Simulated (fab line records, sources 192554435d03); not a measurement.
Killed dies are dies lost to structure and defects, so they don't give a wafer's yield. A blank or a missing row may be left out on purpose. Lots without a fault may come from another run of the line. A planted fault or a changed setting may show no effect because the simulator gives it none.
A struck lot beside a sound one | flow n5_finfet | 15 steps out of a route of 1938
Sound: wafers L338.3, L338.5, L338.6. Struck: wafers L333.1, L333.2, L333.6. The cause comes at the end.
At each step with rows: each side's tool, then ch and its chambers, then its first start. Under that, the readings that differ: sound wafers | struck wafers | difference of the means | sigmas: that difference in standard deviations of wafers without a fault.
alike: readings whose means differ by less than 2 such deviations, and words and numbers that are the same on both sides. not compared: withheld readings, readings that some wafer has no value for, bounds like >300 that may hide the same value, and numbers for which the record gives no deviation and whose values overlap.
The two part at a step that has a row with sigmas, a row that says differs or no value, or rows on one side only. Numbers that don't overlap but have no deviation are shown without sigmas and don't part them. A reading that every wafer of one side lacks parts them only if that side has two wafers or more.

first, 4 steps without rows for these wafers: N5_BEOL_M6_HM_STRIP_39 (strips TiN in peroxide tin strip, target depth 25 nm, time 158 s); N5_BEOL_M6_SRD_40 (time 30 s); N5_BEOL_M6_PRECLEAN_42 (cleans in residue remover, time 60 s); N5_BEOL_M6_SRD_43 (time 30 s).
N5_BEOL_M6_CD_MEAS_35: target cd 40 nm, target cd y 28 nm.
  sound on cd_sem-02, day 11 04:26; struck on cd_sem-02, day 9 18:35
  alike: cd_nm
N5_BEOL_M6_CURE_75: cures SiCOH lowk, time 120 s.
  sound on uv_cure-01 ch 0, day 11 04:40; struck on uv_cure-02 ch 2, day 9 18:37
  alike: lamp_power_pct, wafer_temp_C_max
N5_BEOL_M6_DEGAS_44: time 60 s.
  sound on pvd_sputter-01, day 11 05:06; struck on pvd_sputter-03, day 9 19:16
  alike: heater_power_w
N5_BEOL_M6_PRE_CLEAN_45: time 30 s.
  sound on pvd_sputter-01, day 11 05:08; struck on pvd_sputter-03, day 9 19:19
  alike: heater_power_w
N5_BEOL_M6_ALD_77: deposits TaN, target thk 2 nm, pulse time 2 s, purge time 3 s.
  sound on ald_metal-02 ch 0,1,3, day 11 05:14; struck on ald_metal-01 ch 0,2, day 9 19:36
  alike: heater_power_w, precursor_vessel_temp_c
then, 2 steps without rows for these wafers: N5_BEOL_M6_SURFACE_TREAT_79; N5_BEOL_M6_CVD_78 (deposits Co from CCTBA/H2, target thk 2 nm, time 142.3 s).
N5_BEOL_M6_SPUTTER_48: material Cu, target thk 10 nm, time 1.667 s.
  sound on pvd_sputter-01, day 11 05:48; struck on pvd_sputter-01, day 9 20:49
  alike: cathode_dc_power_W, throttle_valve_pct
N5_BEOL_M6_ECD_50: material Cu, target thk 300 nm.
  sound on ecd_cu-02 ch 0,1, day 11 05:56; struck on ecd_cu-02 ch 0,1, day 9 20:56
then, 1 step without rows for these wafers: N5_BEOL_M6_ANNEAL_51 (time 90 s).
N5_BEOL_M6_CMP_52: polishes, stops on SiCOH lowk, t overpolish 6.9 s, target thk 80 nm.
  sound on cmp-02 ch 1,2, day 11 06:26; struck on cmp-02 ch 0,2,3, day 9 21:25
  reading                | sound    | struck | difference | sigmas
  time_to_endpoint_s (s) | 61 62 57 | 3 0 0  | -59        | -16
  alike: motor_current_A

WHERE THEY PART
Only at N5_BEOL_M6_CMP_52, within this record.

WHY: what the simulator had put in
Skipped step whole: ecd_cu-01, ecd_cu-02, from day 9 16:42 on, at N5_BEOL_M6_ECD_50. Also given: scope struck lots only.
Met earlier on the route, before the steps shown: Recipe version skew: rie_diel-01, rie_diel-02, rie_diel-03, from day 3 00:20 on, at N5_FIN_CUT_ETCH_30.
